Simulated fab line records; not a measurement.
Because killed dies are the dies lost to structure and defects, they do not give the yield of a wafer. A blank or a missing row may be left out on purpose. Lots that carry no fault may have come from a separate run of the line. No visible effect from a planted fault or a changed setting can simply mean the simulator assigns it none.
fab line records	flow nand-harc
record: lots: 14	wafers: 42	last-day: 33
route steps=1302 shown P_GATE@142
lots with no fault: from the same line, run without faults
start-h: the number of hours between the record's first day and the start of the first shown wafer of the lot	wait-h: how many hours have passed since the lot's step before this one	" as in the row above	L1.1+2: a row that stands for several wafers	- either no value or no given start	* or withheld: withheld	< > ~ a bound
route shown NAME@n: names a module that has steps shown in the file, with the first one's number in the route	usual: mean/standard deviation of fault-free wafers	same: alike in all rows	chamber/n: place in a boat	sites: the reading at each site	_std_site: their standard deviation	_edge_site: mean of outer sites minus mean of inner sites	radius-mm: for every site, how far away it sits from the centre of the wafer	mask NAME#n: copy n	behind: the last tool/chamber to shape the wafer	hold: why the lot was held/for how many hours/how that ended	device: which transistor (n, p or np) failed to switch	end of line: tests run on the same wafers once the route is complete	a step without rows: its recipe alone	killed: count of dies lost to structure and defects at first sort (not the wafer's yield)	map: dies across one wafer; x = killed, . = not, _ = none there
set.NAME: the setting that was run; set.NAME@STEP: the one run at that earlier step	model.NAME: the simulator's own value behind a step, which no gauge read
route steps across a sampled set of lots; one table per step, one row per wafer
services: the hour from which a tool's chamber was out of use, counted from the record's first day as start-h (under 0 if before that day), plus the number of hours and why
== steps ==
step: NHARC_P_GATE_OVL_MEAS_27
usual: overlay-x-nm: 0.1/0.95	overlay-y-nm: 0.3/0.79
lot.wafer	tool	chamber	start-h	wait-h	overlay-x-nm	overlay-y-nm
L592.3	overlay-02	-	98.01	-	-1.2	-0.6
L592.4	"	-	"	"	-1.3	-0.8
L592.5	"	-	"	"	-1.4	-0.1
L593.1	overlay-02	-	111.92	-	-1.6	1.3
L593.3	"	-	"	"	-1.3	0.8
L593.5	"	-	"	"	-1.1	1.3
L594.1	overlay-02	-	111.98	-	0.8	0.3
L594.4	"	-	"	"	0.8	0.8
L594.5	"	-	"	"	0.2	-0.2
L596.1	overlay-02	-	129.12	-	0.8	1.8
L596.2	"	-	"	"	0.5	1.1
L596.5	"	-	"	"	0.7	1.3
L597.1	overlay-02	-	141.11	-	0.1	-0.4
L597.3	"	-	"	"	-0.2	-0.4
L597.5	"	-	"	"	-0.1	-0.6
L598.4	overlay-01	-	156.37	-	1.9	0.5
L598.5	"	-	"	"	2.6	0.1
L598.6	"	-	"	"	1.5	0.0
L599.2	overlay-01	-	172.11	-	1.7	1.5
L599.4	"	-	"	"	1.1	1.2
L599.5	"	-	"	"	0.9	1.0
L600.1	overlay-02	-	183.91	-	-1.7	-0.1
L600.2	"	-	"	"	-1.5	0.1
L600.4	"	-	"	"	-1.3	0.1
L601.1	overlay-02	-	187.31	-	1.1	1.9
L601.3	"	-	"	"	0.9	1.9
L601.6	"	-	"	"	0.6	1.9
L602.2	overlay-01	-	202.75	-	1.0	1.2
L602.5	"	-	"	"	0.6	1.3
L602.6	"	-	"	"	0.4	1.2
L607.2	overlay-01	-	244.53	-	-1.2	0.2
L607.4	"	-	"	"	-1.0	0.9
L607.6	"	-	"	"	-1.2	-0.1
L608.1	overlay-01	-	256.93	-	-0.1	-0.2
L608.2	"	-	"	"	0.3	0.4
L608.3	"	-	"	"	-0.3	-0.3
L614.1	overlay-02	-	315.37	-	1.2	0.0
L614.2	"	-	"	"	0.9	0.0
L614.5	"	-	"	"	1.0	-0.2
L615.1	overlay-02	-	328.85	-	0.6	0.4
L615.3	"	-	"	"	0.9	0.4
L615.4	"	-	"	"	0.8	0.2
step: NHARC_P_GATE_INSPECT_28
usual: raw-defect-count: 6/3.6
lot.wafer	tool	chamber	start-h	wait-h	raw-defect-count
L592.3	defect-inspect-01	-	98.05	0.0	7
L592.4	"	-	"	"	3
L592.5	"	-	"	"	10
L593.1	defect-inspect-02	-	111.95	0.0	16
L593.3	"	-	"	"	11
L593.5	"	-	"	"	10
L594.1	defect-inspect-02	-	112.01	0.0	6
L594.4	"	-	"	"	3
L594.5	"	-	"	"	3
L596.1	defect-inspect-01	-	129.16	0.0	3
L596.2	"	-	"	"	3
L596.5	"	-	"	"	5
L597.1	defect-inspect-02	-	141.15	0.0	1
L597.3	"	-	"	"	3
L597.5	"	-	"	"	5
L598.4	defect-inspect-01	-	156.41	0.0	3
L598.5	"	-	"	"	8
L598.6	"	-	"	"	5
L599.2	defect-inspect-01	-	172.15	0.0	4
L599.4	"	-	"	"	2
L599.5	"	-	"	"	8
L600.1	defect-inspect-02	-	183.94	0.0	7
L600.2	"	-	"	"	5
L600.4	"	-	"	"	6
L601.1	defect-inspect-02	-	187.35	0.0	13
L601.3	"	-	"	"	8
L601.6	"	-	"	"	5
L602.2	defect-inspect-02	-	202.79	0.0	7
L602.5	"	-	"	"	4
L602.6	"	-	"	"	7
L607.2	defect-inspect-02	-	244.57	0.0	7
L607.4	"	-	"	"	5
L607.6	"	-	"	"	4
L608.1	defect-inspect-01	-	256.97	0.0	11
L608.2	"	-	"	"	15
L608.3	"	-	"	"	14
L614.1	defect-inspect-01	-	315.41	0.0	9
L614.2	"	-	"	"	5
L614.5	"	-	"	"	11
L615.1	defect-inspect-01	-	328.89	0.0	10
L615.3	"	-	"	"	10
L615.4	"	-	"	"	6
step: NHARC_P_GATE_ETCHBACK_37
recipe: target-depth-a: 345	time-s: 17.2	chf3-flow-sccm: 50	o2-flow-sccm: 10	ar-flow-sccm: 200	rf-w: 500	bias-w: 200	chemistry: CHF3/O2
usual: drypump-motor-current-A: 6.1/0.35	mfc-ar-sccm: 200.0/0.58	oes-product-au: 0.938/0.027	rf-vpp-V: 370.2/2.6	showerhead-plenum-p-Torr: 2.38/0.11	throttle-valve-pct: 20.573/0.0095
lot.wafer	tool	chamber	start-h	wait-h	drypump-motor-current-A	mfc-ar-sccm	oes-product-au	rf-hours-counter-h	rf-vpp-V	showerhead-plenum-p-Torr	throttle-valve-pct
L592.3	rie-diel-01	0	-	-	5.8	200.4	0.997	4.5	369.5	2.30	20.557
L592.5	"	3	"	"	5.7	198.6	0.982	-	375.4	2.55	20.570
L592.4	"	0	"	"	5.8	200.2	1.003	-	369.6	2.30	20.578
L594.4	rie-diel-06	2	-	-	5.8	199.4	0.986	9.7	368.2	2.28	20.582
L594.1	"	1	"	"	5.7	199.6	0.922	9.8	367.5	2.25	20.567
L594.5	"	3	"	"	5.5	199.5	0.933	-	367.7	2.27	20.572
L593.1	rie-diel-12	2	-	-	6.5	200.2	1.005	2.5	368.0	2.32	20.578
L593.3	"	1	"	"	6.1	200.9	0.999	1.8	370.6	2.38	20.574
L593.5	"	1	"	"	6.1	199.1	1.001	-	370.9	2.38	20.571
L596.1	rie-diel-01	0	-	-	5.7	200.5	0.922	5.8	369.6	2.30	20.583
L596.2	"	3	"	"	5.7	199.8	0.911	5.5	373.7	2.55	20.579
L596.5	"	0	"	"	5.8	199.8	0.931	-	368.5	2.30	20.564
L597.3	rie-diel-12	0	-	-	5.9	199.2	0.924	3.3	373.0	2.54	20.567
L597.1	"	1	"	"	6.1	200.1	0.931	2.9	369.2	2.38	20.572
L597.5	"	3	"	"	6.4	200.2	0.937	-	372.6	2.49	20.563
L598.4	rie-diel-12	0	-	-	5.9	199.8	0.939	3.5	373.0	2.54	20.570
L598.5	"	0	"	"	5.9	199.9	0.941	-	372.9	2.54	20.584
L598.6	"	1	"	"	6.1	201.3	0.939	-	369.1	2.38	20.558
L599.4	rie-diel-06	3	-	-	5.5	199.6	0.940	1.8	367.9	2.27	20.584
L599.2	"	1	"	"	5.7	200.6	0.936	1.8	367.3	2.25	20.562
L599.5	"	3	"	"	5.5	200.3	0.923	-	368.6	2.27	20.564
L600.2	rie-diel-12	2	-	-	6.6	199.3	0.927	6.2	368.4	2.32	20.579
L600.1	"	3	"	"	6.4	199.9	0.928	6.2	373.7	2.49	20.589
L600.4	"	1	"	"	6.1	199.8	0.940	4.7	369.9	2.38	20.581
L601.1	rie-diel-06	2	-	-	5.8	199.7	0.910	2.8	368.2	2.28	20.573
L601.3	"	0	"	"	5.9	199.7	0.925	2.7	367.8	2.27	20.590
L601.6	"	2	"	"	5.8	200.0	0.911	-	367.9	2.28	20.582
L602.2	rie-diel-12	3	-	-	6.4	199.7	0.911	7.2	371.5	2.49	20.563
L602.5	"	0	"	"	5.9	199.0	0.924	-	373.9	2.54	20.588
L602.6	"	1	"	"	6.1	199.7	0.919	-	370.1	2.38	20.571
L607.4	rie-diel-06	3	-	-	5.5	200.1	0.932	7.1	368.4	2.27	20.567
L607.2	"	0	"	"	5.9	200.4	0.959	7.0	367.0	2.27	20.566
L607.6	"	0	"	"	5.9	200.2	0.961	-	368.9	2.27	20.560
L608.1	rie-diel-12	3	-	-	6.5	199.9	0.921	11.8	371.6	2.49	20.568
L608.3	"	1	"	"	6.1	199.1	0.929	8.5	370.9	2.38	20.582
L608.2	"	2	"	"	6.6	200.8	0.923	10.9	368.4	2.32	20.573
L614.1	rie-diel-01	3	-	-	5.7	199.6	0.920	5.5	373.6	2.55	20.575
L614.2	"	2	"	"	5.9	199.1	0.932	3.7	367.4	2.24	20.585
L614.5	"	0	"	"	5.8	200.1	0.929	-	369.4	2.29	20.579
L615.4	rie-diel-01	2	-	-	5.9	199.1	0.916	4.3	366.4	2.24	20.575
L615.3	"	3	"	"	5.7	200.1	0.908	6.1	374.2	2.55	20.578
L615.1	"	0	"	"	5.8	199.3	0.945	6.9	367.3	2.29	20.577
step: NHARC_P_GATE_EXPOSE_43
recipe: na: 0.6	target-cd-nm: 720	dose-mj: 14.81	mask-id: P_NSD
usual: exposure-dose-mJ-cm2: 14.806/0.015	focus-offset-nm: 0.0/0.56
lot.wafer	tool	chamber	start-h	wait-h	mask	exposure-dose-mJ-cm2	focus-offset-nm
L592.3	krf-scanner-01	0	110.48	-	P_NSD#0	14.810	-0.1
L592.4	"	0	"	"	P_NSD#0	14.810	-1.0
L592.5	"	0	"	"	P_NSD#0	14.827	0.4
L594.1	krf-scanner-01	0	123.55	-	P_NSD#0	14.795	-0.8
L594.4	"	0	"	"	P_NSD#0	14.804	-0.3
L594.5	"	0	"	"	P_NSD#0	14.780	0.0
L593.1	krf-scanner-02	0	123.73	-	P_NSD#0	14.789	0.4
L593.3	"	0	"	"	P_NSD#0	14.791	0.2
L593.5	"	0	"	"	P_NSD#0	14.791	0.6
L596.1	krf-scanner-02	0	140.96	-	P_NSD#0	14.810	1.3
L596.2	"	0	"	"	P_NSD#0	14.810	1.3
L596.5	"	0	"	"	P_NSD#0	14.804	0.2
L597.1	krf-scanner-02	0	152.78	-	P_NSD#0	14.840	-0.4
L597.3	"	0	"	"	P_NSD#0	14.817	-0.3
L597.5	"	0	"	"	P_NSD#0	14.834	0.0
L598.4	krf-scanner-02	0	168.04	-	P_NSD#0	14.796	0.7
L598.5	"	0	"	"	P_NSD#0	14.810	0.6
L598.6	"	0	"	"	P_NSD#0	14.778	0.0
L599.2	krf-scanner-01	0	183.94	-	P_NSD#0	14.800	0.5
L599.4	"	0	"	"	P_NSD#0	14.834	-0.2
L599.5	"	0	"	"	P_NSD#0	14.821	0.7
L600.1	krf-scanner-01	0	195.46	-	P_NSD#0	14.813	-1.0
L600.2	"	0	"	"	P_NSD#0	14.803	0.9
L600.4	"	0	"	"	P_NSD#0	14.792	0.1
L601.1	krf-scanner-03	0	199.21	-	P_NSD#0	14.808	0.0
L601.3	"	0	"	"	P_NSD#0	14.805	0.4
L601.6	"	0	"	"	P_NSD#0	14.802	0.1
L602.2	krf-scanner-02	0	216.65	-	P_NSD#0	14.818	-0.2
L602.5	"	0	"	"	P_NSD#0	14.804	-0.4
L602.6	"	0	"	"	P_NSD#0	14.810	-0.6
L607.2	krf-scanner-02	-	258.21	-	P_NSD#0	-	-
L607.4	"	-	"	"	P_NSD#0	-	-
L607.6	"	-	"	"	P_NSD#0	-	-
L608.1	krf-scanner-01	-	268.58	-	P_NSD#0	-	-
L608.2	"	-	"	"	P_NSD#0	-	-
L608.3	"	-	"	"	P_NSD#0	-	-
L614.1	krf-scanner-02	0	327.02	-	P_NSD#0	14.797	1.3
L614.2	"	0	"	"	P_NSD#0	14.811	0.4
L614.5	"	0	"	"	P_NSD#0	14.797	0.2
L615.1	krf-scanner-02	0	340.33	-	P_NSD#0	14.811	0.0
L615.3	"	0	"	"	P_NSD#0	14.797	-0.3
L615.4	"	0	"	"	P_NSD#0	14.800	0.0
== services ==
tool	chamber	start-h	hours	kind
krf-scanner-01	-	86.50	4.7	repair
rie-diel-06	2	89.93	10.7	repair
rie-diel-12	-	91.42	9.0	pm
krf-scanner-02	-	94.00	4.0	pm
rie-diel-01	2	101.90	10.0	repair
rie-diel-12	-	103.63	0.5	repair
rie-diel-01	2	114.98	3.0	repair
rie-diel-12	3	121.60	6.9	repair
krf-scanner-01	-	127.57	1.5	repair
rie-diel-06	-	130.20	9.0	pm
krf-scanner-02	-	134.42	0.2	repair
rie-diel-01	2	138.35	6.4	repair
krf-scanner-01	-	140.00	4.0	pm
rie-diel-06	1	150.16	4.8	repair
rie-diel-01	-	169.46	1.3	repair
rie-diel-06	2	203.48	2.3	repair
rie-diel-01	-	203.80	9.0	pm
rie-diel-06	3	227.20	5.2	repair
rie-diel-01	2	231.36	18.8	repair
krf-scanner-02	-	254.02	1.1	repair
krf-scanner-02	-	266.00	4.0	pm
rie-diel-12	-	268.42	9.0	pm
rie-diel-12	2	296.80	3.3	repair
krf-scanner-01	-	312.00	4.0	pm
== key ==
first-sign: step: NHARC_P_GATE_EXPOSE_43	reading: tool-record	direction: missing
effect none on later readings
met-at NHARC_P_GATE_EXPOSE_43
struck-lots L607,L608
later-rows-left-out L607.2,L607.4,L607.6,L608.1,L608.2,L608.3
sort-left-out L607.2,L607.4,L607.6,L608.1,L608.2,L608.3
tester-left-out L607,L608
not-acting-at NHARC_P_GATE_OVL_MEAS_27,NHARC_P_GATE_INSPECT_28,NHARC_P_GATE_ETCHBACK_37
onset-between 216.65 258.21
fault: kind: skipped-step-whole	tool: krf-scanner-01,krf-scanner-02	chamber: -	onset-h: 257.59	steps: NHARC_P_GATE_EXPOSE_43	scope: struck-lots-only
tester-left-out: of these lots the tester's yield and bins aren't shown, on N5 and GAA mostly nor the transistor test; their killed dies are dies lost to structure and defects alone, not to doping, threshold or leakage, so they don't give the yield
sort-left-out: the simulated sort isn't trusted on such a fault, so these wafers' sort isn't shown, and their yield isn't known
later-rows-left-out: the simulator's readings of these wafers behind a module that went badly wrong aren't trusted and aren't shown, but for the sort
